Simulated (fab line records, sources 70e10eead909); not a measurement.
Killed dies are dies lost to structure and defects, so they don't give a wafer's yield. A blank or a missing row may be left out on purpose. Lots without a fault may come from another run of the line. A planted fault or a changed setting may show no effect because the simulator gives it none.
Which tool did it? | flow nand_harc | 14 lots, 42 wafers sampled, at 6 steps of a route of 1302

WHAT THE GAUGES READ, wafer by wafer
NHARC_A_START_INSPECT_01.
lot  | measured     | on                | raw_defect_count
L823 | day 6 13:10  | defect_inspect-01 | 2 2 8
L826 | day 7 23:41  | defect_inspect-02 | 5 4 1
L827 | day 8 08:28  | defect_inspect-02 | 4 1 2
L828 | day 8 18:35  | defect_inspect-01 | 5 4 4
L830 | day 9 23:15  | defect_inspect-02 | 3 6 3
L832 | day 10 17:26 | defect_inspect-02 | 3 3 2
L834 | day 11 09:17 | defect_inspect-01 | 1 2 4
L838 | day 13 04:17 | defect_inspect-01 | 1 2 4
L841 | day 14 10:55 | defect_inspect-01 | 2 1 4
L842 | day 14 11:11 | defect_inspect-02 | 3 2 4
L843 | day 14 20:32 | defect_inspect-01 | 3 3 4
L844 | day 15 09:50 | defect_inspect-02 | 1 0 4
L845 | day 16 00:09 | defect_inspect-02 | 5 6 3
L846 | day 16 08:05 | defect_inspect-01 | 3 6 5

NHARC_A_ZERO_WELL_CD_MEAS_10: target cd 2000 nm.
lot  | measured     | on        | cd_nm (nm)
L823 | day 6 13:53  | cd_sem-02 | 2001.4 2003.3 2003.7
L826 | day 8 00:33  | cd_sem-02 | 1999.7 2000.0 1998.9
L827 | day 8 09:11  | cd_sem-03 | 2002.5 2002.8 2002.2
L828 | day 8 19:18  | cd_sem-01 | 1997.2 1997.6 1999.1
L830 | day 9 23:58  | cd_sem-01 | 1997.4 1998.2 2000.3
L832 | day 10 18:16 | cd_sem-01 | 1998.9 2000.9 1998.5
L834 | day 11 10:08 | cd_sem-03 | 2001.3 2002.8 2000.2
L838 | day 13 05:07 | cd_sem-01 | 1999.9 2000.8 1998.9
L841 | day 14 11:49 | cd_sem-03 | 2001.4 1999.7 2001.0
L842 | day 14 12:02 | cd_sem-02 | 1999.1 1999.6 1999.5
L843 | day 14 21:23 | cd_sem-01 | 2000.8 1999.1 2000.6
L844 | day 15 10:40 | cd_sem-01 | 1999.8 1999.8 2000.5
L845 | day 16 00:59 | cd_sem-03 | 2003.2 2001.9 2000.7
L846 | day 16 08:49 | cd_sem-02 | 2000.5 2001.3 1998.8

NHARC_A_ONON_D1_THK_MEAS_05: measures by ellipsometry.
lot  | measured     | on            | thk_nm (nm)
L823 | day 7 11:44  | film_metro-01 | 986 985 985
L826 | day 8 23:46  | film_metro-02 | 1015 1015 1016
L827 | day 9 08:25  | film_metro-02 | 989 989 988
L828 | day 9 23:43  | film_metro-01 | 1008 1007 1008
L830 | day 11 02:53 | film_metro-02 | 1657 1658 1656 1656 1656 1659
L832 | day 11 18:58 | film_metro-01 | 1676 1675 1675 1677 1675 1677
L834 | day 12 08:13 | film_metro-01 | 1670 1668 1669 1669 1670 1670
L838 | day 14 05:37 | film_metro-02 | 1005 1004 1005
L841 | day 15 10:31 | film_metro-01 | 999 999 998
L842 | day 15 10:31 | film_metro-02 | 991 991 990
L843 | day 15 21:05 | film_metro-01 | 1005 1003 1004
L844 | day 16 08:35 | film_metro-01 | 993 993 993
L845 | day 16 23:28 | film_metro-01 | 1002 1000 1003
L846 | day 17 08:00 | film_metro-02 | 990 990 991

NHARC_END_SORT_01.
lot  | measured     | on        | defect_limited_yield (%) | killed_at_array | killed_at_other | killed_at_periphery | killed_dies | killed_open | killed_short
L826 | day 24 23:22 | prober-01 | 89.5 91.9 89.7           | 61 49 58        | 0 0 0           | 10 6 12             | 71 55 70    | 6 4 7       | 2 3 3
L842 | day 32 01:16 | prober-02 | 90.1 90.0 92.6           | 61 62 46        | 0 0 1           | 6 6 3               | 67 68 50    | 6 6 2       | 2 1 2
L843 | day 32 07:53 | prober-01 | 89.4 89.1 90.0           | 65 66 58        | 1 1 2           | 6 7 8               | 72 74 68    | 6 5 6       | 1 1 3

WHICH TOOL RAN EACH LOT (tool, then ch and the chambers of the sampled wafers, then the start)
lot  | NHARC_A_ZERO_WELL_DESCUM_12        | NHARC_A_ONON_D1_DEP_03
L823 | rie_diel-03 ch 0,1,3, day 6 14:02  | pecvd_onon-02 ch 0, day 7 11:13
L826 | rie_diel-05 ch 0,2, day 8 00:43    | pecvd_onon-01 ch 0, day 8 23:19
L827 | rie_diel-05 ch 2,3, day 8 09:20    | pecvd_onon-04 ch 0, day 9 07:55
L828 | rie_diel-03 ch 0,1,2, day 8 19:28  | pecvd_onon-01 ch 0, day 9 23:16
L830 | rie_diel-03 ch 2,3, day 10 00:07   | pecvd_onon-04 ch 0, day 11 02:29
L832 | rie_diel-03 ch 2,3, day 10 18:26   | pecvd_onon-04 ch 0, day 11 18:31
L834 | rie_diel-05 ch 0,1,3, day 11 10:17 | pecvd_onon-04 ch 0, day 12 07:43
L838 | rie_diel-03 ch 1,2,3, day 13 05:17 | pecvd_onon-02 ch 0, day 14 05:07
L841 | rie_diel-03 ch 0,1,2, day 14 11:59 | pecvd_onon-02 ch 0, day 15 10:00
L842 | rie_diel-06 ch 0,2,3, day 14 12:11 | pecvd_onon-01 ch 0, day 15 10:00
L843 | rie_diel-06 ch 0,3, day 14 21:33   | pecvd_onon-01 ch 0, day 15 20:34
L844 | rie_diel-03 ch 0,1, day 15 10:49   | pecvd_onon-04 ch 0, day 16 08:08
L845 | rie_diel-03 ch 1,2, day 16 01:08   | pecvd_onon-04 ch 0, day 16 22:57
L846 | rie_diel-03 ch 1,2, day 16 08:58   | pecvd_onon-01 ch 0, day 17 07:33
- NHARC_A_ZERO_WELL_DESCUM_12: chemistry O2, time 3 s.
- NHARC_A_ONON_D1_DEP_03: target thk 1000 nm.

WHAT THE TOOLS THEMSELVES READ (means of the sampled wafers that have a number; where no wafer has one, the mark that the record gives instead)
NHARC_A_ZERO_WELL_DESCUM_12.
lot  | tool        | drypump_motor_current_A (A) | oes_product_au (a.u.) | rf_vpp_V (V) | showerhead_plenum_p_Torr (Torr) | throttle_valve_pct (%)
L823 | rie_diel-03 | 5.7                         | 0.995                 | 57.5         | 1.82                            | 11.307
L826 | rie_diel-05 | 5.6                         | 0.997                 | 57.0         | 1.86                            | 11.311
L827 | rie_diel-05 | 5.7                         | 1.008                 | 57.5         | 1.83                            | 11.318
L828 | rie_diel-03 | 5.5                         | 1.007                 | 56.7         | 1.81                            | 11.308
L830 | rie_diel-03 | 5.2                         | 0.992                 | 57.4         | 1.81                            | 11.310
L832 | rie_diel-03 | 5.2                         | 1.006                 | 57.3         | 1.81                            | 11.312
L834 | rie_diel-05 | 5.9                         | 1.006                 | 58.3         | 2.01                            | 11.310
L838 | rie_diel-03 | 5.3                         | 1.007                 | 56.1         | 1.81                            | 11.304
L841 | rie_diel-03 | 5.5                         | 0.999                 | 57.5         | 1.81                            | 11.314
L842 | rie_diel-06 | 5.5                         | 1.010                 | 57.8         | 1.92                            | 11.315
L843 | rie_diel-06 | 5.7                         | 0.998                 | 57.6         | 1.85                            | 11.309
L844 | rie_diel-03 | 5.5                         | 1.009                 | 57.0         | 1.80                            | 11.312
L845 | rie_diel-03 | 5.1                         | 1.014                 | 56.9         | 1.79                            | 11.308
L846 | rie_diel-03 | 5.1                         | 1.008                 | 56.6         | 1.79                            | 11.314

NHARC_A_ONON_D1_DEP_03.
lot  | tool          | susceptor_temp_C (C)
L823 | pecvd_onon-02 | 399.91
L826 | pecvd_onon-01 | 400.06
L827 | pecvd_onon-04 | 399.88
L828 | pecvd_onon-01 | 400.01
L830 | pecvd_onon-04 | 400.03
L832 | pecvd_onon-04 | 400.19
L834 | pecvd_onon-04 | 399.88
L838 | pecvd_onon-02 | 399.91
L841 | pecvd_onon-02 | 399.98
L842 | pecvd_onon-01 | 400.20
L843 | pecvd_onon-01 | 399.76
L844 | pecvd_onon-04 | 399.94
L845 | pecvd_onon-04 | 400.25
L846 | pecvd_onon-01 | 399.93

THE ANSWER, worked out from the rows above alone
Rule: what is usual is taken from the lots themselves. Put in order of their means at a reading, lots are off if they are a third of the lots or fewer, leave a main group of 4 or more, and stand apart from it by a gap of 3 or more times the standard deviation of the main group's means; of several such gaps the widest counts. A main group whose means are all the same, to the digits that the tables above print for the reading, isn't used. A lot without any number at a reading at which 4 lots or more have one is off too. The other lots that the step has rows for count as sound. The gauges are gone through in route order, then the tools' own readings, and for those a lot's mean is taken as printed above. The first step at which some lot is off is used, and at that step the reading that is off furthest; a lot without a number counts as furthest.
Off: L830, L832, L834, at NHARC_A_ONON_D1_THK_MEAS_05 (thk_nm). The main group: mean 998 nm, standard deviation 8.9.
A tool fits if, at a process step before that reading, it ran every lot that is off, and no sound lot after the first of them. The gauges at NHARC_A_ONON_D1_THK_MEAS_05 are tried like those tools. None of those tried fits.

WHAT THE SIMULATOR HAD PUT IN
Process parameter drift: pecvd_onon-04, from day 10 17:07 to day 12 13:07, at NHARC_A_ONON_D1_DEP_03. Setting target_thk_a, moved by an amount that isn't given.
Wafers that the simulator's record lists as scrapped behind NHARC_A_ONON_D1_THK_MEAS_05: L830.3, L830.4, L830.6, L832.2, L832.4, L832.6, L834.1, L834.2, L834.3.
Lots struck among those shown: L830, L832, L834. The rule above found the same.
